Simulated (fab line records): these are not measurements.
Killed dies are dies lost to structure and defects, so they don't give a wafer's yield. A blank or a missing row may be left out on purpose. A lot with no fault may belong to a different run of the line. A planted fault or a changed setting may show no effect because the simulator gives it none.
Problem report, 8D (eight disciplines) form, completed by code -- flow nand harc -- the parts of the form that need people (team, actions taken, sign-off) are left out

== 1. THE ISSUE ==
At NHARC_END_SORT_01, killed dies averages 207 over 3 wafers from 2 lots, while fault-free wafers read 59, standard deviation 23. Relative to the usual mean, that is a shift of +6.4 standard deviations.
First seen on wafer L427.3, day 27 01:29, on prober-01. The record has a number at this step for 10 wafers belonging to 4 lots. Rule for "out", or "out of limits": more than 4 standard deviations from the usual mean. The other wafers with a number count as sound.

== 2. WHAT IT IS, AND WHAT IT ISN'T ==
question,is,is not
which readings at this step,"killed dies, killed at array","killed at periphery, killed open, killed short"
which lots,"L427, L430","L434, L436"
which wafers of those lots,"L427.3, L430.1, L430.3","L427.2, L427.5, L430.6"
read on which gauges,"prober-01, prober-02",-
when,from day 27 01:29,"up to then (1 sound wafer); but 6 sound wafers of L427, L430, L434, L436 came after"

== 3. SUSPECTS, AND WHAT RULES EACH OUT ==
Counting: if a tool at a process step up to the reading ran every lot that is out, it stays a suspect. Sound lots after the first of them don't rule it out here, since some wafers of a struck lot are sound.
- the gauge at NHARC_END_SORT_01: ruled out. Those wafers that are out were read across 2 gauges (prober-01, prober-02).
- rie diel-11 at NHARC_A_CONTACT_ETCH_106 (etches the open film in CF4/O2, target depth 90 nm, overetch 9 nm, time 49.5 s): kept. It ran every lot that is out, first L427 (day 24 18:05). Out on those wafers are its own readings of oes product au.
Remaining after the count: rie diel-11 at NHARC_A_CONTACT_ETCH_106.

== 4. THE CAUSE (what the simulator had put in) ==
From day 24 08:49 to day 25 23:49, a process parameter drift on rie diel-11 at NHARC_A_CONTACT_ETCH_106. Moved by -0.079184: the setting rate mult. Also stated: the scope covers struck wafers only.
Only this tool survived the counting.

== 5. SEQUENCE OF EFFECTS, ordered by route ==
Each row: a reading where the mean over the struck wafers with a number is more than 3 standard deviations away from the usual. Readings are gone through only where the record gives a usual standard deviation; hours: the median, over the lots, of the time from a lot's start at the first step in this table giving one to that lot's start at this step; sigmas: the change measured in usual standard deviations.
hours,step,reading,usual,on struck wafers,change,sigmas
0,NHARC_A_CONTACT_ETCH_106,oes product au,0.998 a.u.,0.942,-0.056,-5.1
56,NHARC_END_SORT_01,killed at array,55,202,+147,+6.4
56,NHARC_END_SORT_01,killed dies,59,207,+148,+6.4
Process steps it contains:
- NHARC_A_CONTACT_ETCH_106: etches the open film in CF4/O2, target depth 90 nm, overetch 9 nm, time 49.5 s.

== 6. WHAT WOULD HAVE CAUGHT IT SOONER ==
The first out-of-limits reading at a measuring or inspecting step in this record came at day 27 01:29, 65 hours after the fault's start at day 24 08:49.
At NHARC_A_CONTACT_ETCH_106, the tool's own readings (oes product au) were out on each struck wafer the step has a row for, so an alarm limit on them would have fired on the first such wafer.
By day 27 01:29, every lot that is out (2) had started NHARC_A_CONTACT_ETCH_106 on rie diel-11. A hold on the tool at that time would have spared none of them.
